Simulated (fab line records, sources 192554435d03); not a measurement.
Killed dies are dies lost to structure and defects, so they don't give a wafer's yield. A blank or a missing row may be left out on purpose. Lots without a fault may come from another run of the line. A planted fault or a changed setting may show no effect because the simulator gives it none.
Chamber matching | flow n5_finfet | N5_BEOL_M8_ETCH_62 on rie_diel-04: 4 sister chambers
The step etches SOC in N2/H2, target depth 110 nm, overetch 22 nm, time 165 s. 8 wafers are shown with their chamber, then 8 later ones without.

WAFERS WITH THEIR CHAMBER
wafer  | chamber | drypump_motor_current_A (A) | throttle_valve_pct (%)
L079.2 | 0       | 4.8                         | 17.43
L079.3 | 2       | 5.5                         | 18.01
L079.6 | 3       | 6.3                         | 18.09
L080.2 | 3       | 6.2                         | 18.10
L081.2 | 1       | 5.3                         | 18.20
L081.5 | 2       | 5.5                         | 18.00
L081.6 | 1       | 5.3                         | 18.18
L088.1 | 0       | 4.8                         | 17.49

WAFERS WITHOUT THEIR CHAMBER
wafer  | drypump_motor_current_A (A) | throttle_valve_pct (%)
L088.5 | 6.3                         | 17.72
L088.6 | 4.8                         | 17.49
L090.2 | 5.3                         | 18.23
L090.4 | 4.8                         | 17.49
L090.5 | 4.8                         | 17.50
L093.1 | 5.5                         | 18.05
L093.3 | 5.3                         | 18.24
L093.4 | 4.8                         | 17.49

WHICH CHAMBER EACH WENT THROUGH
wafer  | from the rows above | in truth
L088.5 | 3                   | 3
L088.6 | 0                   | 0
L090.2 | 1                   | 1
L090.4 | 0                   | 0
L090.5 | 0                   | 0
L093.1 | 2                   | 2
L093.3 | 1                   | 1
L093.4 | 0                   | 0
Placed correctly: 8 of 8. Can't be placed from these rows: 0. Placed wrongly: 0.
How it was worked out, from the rows above alone: a wafer's distance from a chamber is the root of the sum, over the readings, of the square of ((its reading less the chamber's mean) divided by the reading's scatter). The wafer belongs to the nearest chamber; if the next one is less than 2 further off, it can't be placed. A chamber's mean is the mean of its shown wafers. The scatter: the root of (the sum of the squares of (reading less its chamber's mean) over the shown wafers, divided by (wafers less chambers)).
